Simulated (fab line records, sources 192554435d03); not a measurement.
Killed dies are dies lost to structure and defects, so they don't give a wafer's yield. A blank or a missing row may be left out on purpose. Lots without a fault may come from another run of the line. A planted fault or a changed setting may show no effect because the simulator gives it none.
fab line records | flow n5_finfet | part 2 of 2: steps 5 to 6 of 6
record lots=23 wafers=69 last_day=20
route steps=1938 shown SD_EPI_N@275 ILD0@338 SDB@358
lots that met no fault: from a run of the same line without faults
start_h: hours from the record's first day to the start of the lot's first wafer shown | wait_h: hours since the lot's step before | " the same as in the row above | L1.1+2: a row that stands for several wafers | - no value, or no start given | * or withheld: withheld | < > ~ a bound
route shown NAME@n: a module of which the file shows steps, and the number in the route of the first | usual: mean/standard deviation of fault-free wafers | same: alike in all rows | chamber/n: place in a boat | sites: the reading at each site | _std_site: their standard deviation | _edge_site: outer sites' mean less inner sites' | radius_mm: how far each site lies from the wafer's centre | mask NAME#n: copy n | behind: the tool/chamber that last shaped the wafer | hold: why the lot was held/for how many hours/how that ended | device: the transistor (n, p or np) that didn't switch | end of line: the same wafers' tests at the end of the route | a step without rows: its recipe alone | killed: dies lost to structure and defects at the first sort, not the wafer's yield | map: a wafer's dies, x killed, . not, _ none there
set.NAME: the setting as run; set.NAME@STEP: as run at that earlier step | model.NAME: the simulator's own value behind a step, which no gauge read
steps of the route over a sample of lots; a table a step, a row a wafer
services: from which hour (start_h, from the record's first day; less than 0 if before it) a tool's chamber was out of use, for how many hours, and why
## steps
# step N5_SDB_ETCH_18
# recipe chemistry=N2/H2 target=SOC target_depth_a=1000 overetch_a=200 mask_material=SiARC temp_c=40 time_s=150 ion_energy_ev=200 pressure_mtorr=30 source_w=840 bias_w=150 n2_flow_sccm=200 h2_flow_sccm=200
# usual bias_w=150.0/0.45 drypump_motor_current_A=5.6/0.37 oes_product_au=0.72/0.081 rf_vpp_V=525.6/2.4 showerhead_plenum_p_Torr=2.60/0.082 throttle_valve_pct=17.63/0.26
# same time_s=150
# columns lot.wafer tool chamber start_h wait_h bias_w drypump_motor_current_A oes_product_au rf_hours_counter_h rf_vpp_V showerhead_plenum_p_Torr throttle_valve_pct
L074.2 rie_diel-01 3 65.71 0.0 149.7 5.3 0.84 9 525.7 2.59 17.45
L074.4 " 2 " " 149.9 5.9 0.79 25 526.9 2.71 17.46
L074.6 " 0 " " 150.6 5.9 0.62 - 519.7 2.39 17.57
L075.2 rie_diel-06 3 72.23 0.0 150.1 5.0 0.66 171 519.9 2.42 17.63
L075.4 " 2 " " 149.8 5.6 0.63 214 526.5 2.63 17.78
L075.5 " 3 " " 149.9 5.0 0.66 - 520.4 2.42 17.63
L076.3 rie_diel-01 0 81.75 0.0 149.8 5.9 0.61 246 518.3 2.39 17.62
L076.4 " 1 " " 150.1 5.3 0.67 176 527.4 2.63 17.87
L076.5 " 3 " " 150.3 5.2 0.82 - 526.0 2.59 17.45
L077.1 rie_diel-01 0 83.81 0.0 150.9 5.9 0.61 246 518.8 2.39 17.60
L077.5 " 3 " " 149.8 5.2 0.83 - 525.6 2.59 17.45
L077.6 " 2 " " 150.5 5.9 0.78 - 526.6 2.71 17.48
L078.1 rie_diel-06 0 90.59 0.0 150.5 5.2 0.64 236 525.0 2.59 17.39
L078.4 " 3 " " 150.1 4.9 0.66 175 520.2 2.42 17.62
L078.5 " 2 " " 149.3 5.6 0.63 - 525.7 2.63 17.78
L079.1 rie_diel-04 1 95.32 0.0 149.8 6.3 0.68 165 528.9 2.64 18.06
L079.2 " 3 " " 149.9 5.5 0.63 236 524.5 2.59 17.69
L079.3 " 0 " " 149.4 6.1 0.60 249 526.2 2.61 17.80
L080.1 rie_diel-01 1 101.44 0.0 150.3 5.3 0.67 180 525.1 2.62 17.89
L080.2 " 2 " " 150.1 6.0 0.78 34 526.0 2.71 17.48
L080.4 " 1 " " 150.4 5.3 0.67 - 527.5 2.62 17.87
L081.2 rie_diel-01 1 109.72 0.0 149.8 5.3 0.67 183 527.9 2.62 17.90
L081.3 " 2 " " 150.2 5.9 0.77 37 527.8 2.70 17.50
L081.4 " 3 " " 150.7 5.3 0.81 - 526.0 2.59 17.44
L082.3 rie_diel-01 2 117.01 0.1 149.8 5.9 0.76 - 527.1 2.70 17.48
L082.5 " 2 " " 149.9 5.9 0.76 - 527.6 2.70 17.49
L082.6 " 3 " " 150.2 5.3 0.80 - 524.8 2.59 17.46
L083.1 rie_diel-06 0 123.85 0.0 149.7 5.2 0.64 246 524.4 2.58 17.42
L083.3 " 3 " " 149.6 4.9 0.65 185 520.2 2.42 17.66
L083.5 " 0 " " 149.8 5.2 0.63 - 525.8 2.58 17.43
L084.3 rie_diel-01 1 130.43 0.0 148.9 5.3 0.67 187 527.6 2.62 17.88
L084.5 " 0 " " 149.8 5.9 0.86 - 528.3 2.71 17.23
L084.6 " 3 " " 150.9 5.2 0.79 - 524.2 2.58 17.48
L085.3 rie_diel-01 2 137.10 0.0 149.9 5.9 0.76 46 529.8 2.70 17.50
L085.4 " 0 " " 150.1 5.9 0.85 4 528.4 2.71 17.23
L085.6 " 0 " " 150.2 5.9 0.84 - 528.0 2.71 17.24
L086.2 rie_diel-04 0 143.66 0.0 149.2 6.1 0.86 12 525.7 2.60 17.32
L086.3 " 2 " " 150.3 6.0 0.66 190 522.0 2.51 17.88
L086.5 " 0 " " 150.2 6.1 0.86 - 523.9 2.60 17.33
L087.1 rie_diel-01 3 150.66 0.0 149.3 5.3 0.78 35 524.9 2.58 17.48
L087.2 " 1 " " 150.2 5.3 0.66 194 527.0 2.62 17.91
L087.5 " 1 " " 150.4 5.3 0.66 - 526.5 2.62 17.90
L088.1 rie_diel-01 3 153.40 0.0 149.4 5.3 0.79 36 525.7 2.58 17.49
L088.3 " 2 " " 149.6 6.0 0.75 52 526.7 2.70 17.51
L088.6 " 0 " " 149.4 5.9 0.83 - 528.7 2.71 17.25
L089.2 rie_diel-01 1 160.96 0.0 149.8 5.3 0.65 198 526.6 2.62 17.91
L089.3 " 0 " " 149.8 5.9 0.82 12 528.5 2.70 17.26
L089.5 " 2 " " 150.4 5.9 0.75 - 528.3 2.70 17.53
L090.4 rie_diel-06 2 161.65 0.1 150.5 5.6 0.61 - 525.6 2.62 17.82
L090.5 " 1 " " 149.7 5.6 0.74 - 525.6 2.57 17.77
L090.6 " 3 " " 151.2 4.9 0.64 - 520.1 2.41 17.68
L091.2 rie_diel-06 1 173.16 0.0 150.6 5.6 0.73 78 524.3 2.56 17.79
L091.4 " 2 " " 149.9 5.6 0.61 - 524.9 2.62 17.82
L091.6 " 1 " " 150.7 5.6 0.74 - 524.7 2.56 17.79
L092.3 rie_diel-06 3 177.00 0.0 149.9 5.0 0.63 209 519.9 2.41 17.69
L092.4 " 1 " " 150.1 5.6 0.73 80 525.6 2.56 17.80
L092.5 " 1 " " 149.7 5.6 0.74 - 524.3 2.56 17.81
L093.1 rie_diel-04 3 185.01 0.0 149.7 5.5 0.81 12 524.7 2.58 17.22
L093.2 " 0 " " 150.1 6.1 0.82 29 527.2 2.59 17.35
L093.6 " 1 " " 150.9 6.2 0.65 - 526.3 2.63 18.13
L095.2 rie_diel-04 0 193.61 0.0 149.1 6.1 0.82 31 524.3 2.59 17.36
L095.3 " 3 " " 150.8 5.5 0.80 15 524.7 2.58 17.22
L095.6 " 1 " " 150.6 6.2 0.65 - 526.7 2.63 18.13
L096.1 rie_diel-01 0 198.75 0.0 149.7 5.9 0.79 30 528.5 2.70 17.29
L096.2 " 2 " " 149.7 5.9 0.73 73 528.7 2.69 17.55
L096.4 " 2 " " 149.7 5.9 0.73 - 526.9 2.69 17.55
L097.1 rie_diel-04 0 209.90 0.0 150.0 6.1 0.81 36 524.9 2.59 17.39
L097.2 " 2 " " 149.6 5.9 0.65 211 523.1 2.50 17.92
L097.4 " 3 " " 149.3 5.5 0.80 20 525.8 2.58 17.23
# step N5_SDB_INSPECT_36
# recipe inspect_instrument=darkfield mode=post_cmp
# usual raw_defect_count=38/15
# columns lot.wafer tool chamber start_h wait_h raw_defect_count
L074.2 defect_inspect-02 - 69.53 0.0 41
L074.4 " - " " 20
L074.6 " - " " 32
L075.2 defect_inspect-01 - 76.05 0.0 40
L075.4 " - " " 30
L075.5 " - " " 76
L076.3 defect_inspect-01 - 85.53 0.0 13
L076.4 " - " " 25
L076.5 " - " " 20
L077.1 defect_inspect-02 - 87.60 0.0 43
L077.5 " - " " 33
L077.6 " - " " 33
L078.1 defect_inspect-01 - 94.57 0.0 24
L078.4 " - " " 36
L078.5 " - " " 29
L079.1 defect_inspect-01 - 100.15 0.0 25
L079.2 " - " " 36
L079.3 " - " " 32
L080.1 defect_inspect-02 - 105.52 0.0 23
L080.2 " - " " 29
L080.4 " - " " 30
L081.2 defect_inspect-02 - 113.50 0.0 27
L081.3 " - " " 45
L081.4 " - " " 59
L082.3 defect_inspect-02 - 121.31 0.0 32
L082.5 " - " " 38
L082.6 " - " " 54
L083.1 defect_inspect-01 - 127.69 0.0 63
L083.3 " - " " 57
L083.5 " - " " 48
L084.3 defect_inspect-01 - 134.22 0.0 29
L084.5 " - " " 47
L084.6 " - " " 27
L085.3 defect_inspect-02 - 140.88 0.0 44
L085.4 " - " " 75
L085.6 " - " " 71
L086.2 defect_inspect-01 - 147.44 0.0 35
L086.3 " - " " 29
L086.5 " - " " 19
L087.1 defect_inspect-02 - 154.48 0.0 14
L087.2 " - " " 13
L087.5 " - " " 23
L088.1 defect_inspect-02 - 157.18 0.0 71
L088.3 " - " " 45
L088.6 " - " " 35
L089.2 defect_inspect-01 - 164.77 0.0 28
L089.3 " - " " 47
L089.5 " - " " 35
L090.4 defect_inspect-01 - 166.43 0.0 37
L090.5 " - " " 30
L090.6 " - " " 40
L091.2 defect_inspect-02 - 176.94 0.0 49
L091.4 " - " " 29
L091.6 " - " " 32
L092.3 defect_inspect-02 - 180.81 0.0 58
L092.4 " - " " 44
L092.5 " - " " 61
L093.1 defect_inspect-02 - 188.84 0.0 36
L093.2 " - " " 35
L093.6 " - " " 35
L095.2 defect_inspect-02 - 197.47 0.0 48
L095.3 " - " " 76
L095.6 " - " " 65
L096.1 defect_inspect-02 - 202.55 0.0 43
L096.2 " - " " 27
L096.4 " - " " 13
L097.1 defect_inspect-01 - 213.67 0.0 61
L097.2 " - " " 68
L097.4 " - " " 47
## services
# columns tool chamber start_h hours kind
cmp-02 - 43.43 1.7 repair
cmp-01 - 47.40 3.0 repair
cmp-02 - 57.37 3.7 repair
cmp-01 - 73.39 1.5 repair
rie_diel-01 1 88.33 1.7 repair
rie_diel-04 0 98.61 - clean
rie_diel-01 0 99.46 - clean
rie_diel-01 0 99.46 - consumable_replace:focus_ring
rie_diel-01 0 99.46 - consumable_replace:showerhead
rie_diel-01 0 99.46 25.6 scheduled_down
rie_diel-01 0 99.46 25.6 vent_cycle
rie_diel-01 1 111.49 9.7 repair
cmp-01 - 118.48 0.8 repair
rie_diel-06 0 130.10 4.0 repair
cmp-03 - 135.22 8.7 pm
cmp-02 - 142.05 4.5 pm
rie_diel-01 3 156.77 43.4 repair
cmp-02 - 165.29 0.4 repair
cmp-02 - 165.99 4.0 pm
rie_diel-04 1 171.89 1.4 repair
cmp-02 - 180.29 3.1 pm
rie_diel-06 3 181.80 17.0 repair
cmp-01 - 183.03 4.0 pm
rie_diel-01 - 202.64 0.5 repair
